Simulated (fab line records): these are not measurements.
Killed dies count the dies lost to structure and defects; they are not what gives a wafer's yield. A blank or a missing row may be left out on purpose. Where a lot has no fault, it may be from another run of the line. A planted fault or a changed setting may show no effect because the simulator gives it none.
The tool behind it: which one? -- flow n5_finfet -- Sampling: 14 lots, 42 wafers, 3 of 1938 route steps

WHAT THE GAUGES SHOWED, per wafer
N5_BEOL_M11_THK_MEAS_53: measures by xrf.
lot,measured,on,M11_THK (nm)
L567,day 11 03:33,film_metro-01,135 138 133
L570,day 11 21:04,film_metro-02,144 143 145
L572,day 12 21:58,film_metro-02,138 138 137
L574,day 12 23:26,film_metro-02,137 135 135
L575,day 13 07:38,film_metro-01,140 142 136
L577,day 13 20:52,film_metro-01,138 139 135
L578,day 14 02:53,film_metro-01,141 143 144
L579,day 14 02:58,film_metro-02,132 133 131
L585,day 15 13:01,film_metro-02,135 141 140
L587,day 15 14:04,film_metro-01,138 135 137
L586,day 15 14:52,film_metro-02,141 143 144
L588,day 16 11:41,film_metro-02,145 138 138
L589,day 16 11:44,film_metro-01,140 147 146
L590,day 17 02:59,film_metro-01,139 142 138

N5_BEOL_M12_THK_MEAS_01.
lot,measured,on,M12_ILD_THK (nm)
L567,day 11 03:55,film_metro-02,640 653 649
L570,day 11 21:23,film_metro-02,644 642 659
L572,day 12 22:17,film_metro-02,649 642 651
L574,day 12 23:45,film_metro-02,656 654 669
L575,day 13 07:57,film_metro-02,665 659 678
L577,day 13 21:11,film_metro-01,651 652 658
L578,day 14 03:12,film_metro-02,647 655 665
L579,day 14 03:17,film_metro-01,649 656 658
L585,day 15 13:22,film_metro-01,655 650 665
L587,day 15 14:23,film_metro-01,661 670 674
L586,day 15 15:11,film_metro-01,650 667 668
L588,day 16 12:00,film_metro-01,656 650 660
L589,day 16 12:04,film_metro-01,657 664 674
L590,day 17 03:22,film_metro-02,649 659 656

N5_BEOL_M12_CD_MEAS_10: the cd target is 140 nm.
lot,measured,on,cd_nm (nm)
L567,day 11 04:21,cd_sem-01,136.5 140.5 137.0
L570,day 11 21:49,cd_sem-02,137.5 137.2 138.1
L572,day 12 22:43,cd_sem-02,140.1 142.8 142.0
L574,day 13 00:11,cd_sem-01,137.6 139.2 137.7
L575,day 13 08:15,cd_sem-03,141.2 136.4 138.9
L577,day 13 21:29,cd_sem-03,141.8 139.1 137.8
L578,day 14 03:34,cd_sem-01,142.5 142.6 142.2
L579,day 14 03:36,cd_sem-01,134.2 136.8 137.2
L585,day 15 13:48,cd_sem-01,136.2 136.7 138.4
L587,day 15 14:42,cd_sem-02,138.4 141.6 141.4
L586,day 15 15:37,cd_sem-02,139.4 135.9 140.8
L588,day 16 12:25,cd_sem-01,136.5 136.3 136.0
L589,day 16 12:28,cd_sem-03,143.3 140.3 140.4
L590,day 17 03:49,cd_sem-02,137.9 139.6 137.8

EACH LOT AND THE TOOL THAT RAN IT (in order: tool; ch and the chambers of the sampled wafers; start)
No process step before these readings appears in the record.

AS READ BY THE TOOLS THEMSELVES (means over the sampled wafers that have a number; for cases with no such wafer, the mark the record gives instead)
The record holds no such reading with a usual standard deviation.

THE ANSWER, worked out from the rows above alone
Rule: what is usual is taken from the lots themselves. The widest of any qualifying gaps counts: lots, ordered by their means at a reading, are off when they make up no more than a third of the lots, leave a main group of 4 or more, and stand apart from it by 3 or more times the standard deviation of that group's means. A main group is skipped when, at the precision printed for the reading in the tables above, its means are all equal. A lot without any number at a reading at which 4 lots or more have one is off too. The other lots that the step has rows for count as sound. After the gauges, taken in route order, come the tools' own readings; for these a lot's mean is taken, as printed above. At the first step where some lot is off, the reading lying furthest off is the one used; lots without a number count as furthest.
None of the lots is off at any reading shown; this tells nothing.

WHAT WAS PUT IN BY THE SIMULATOR
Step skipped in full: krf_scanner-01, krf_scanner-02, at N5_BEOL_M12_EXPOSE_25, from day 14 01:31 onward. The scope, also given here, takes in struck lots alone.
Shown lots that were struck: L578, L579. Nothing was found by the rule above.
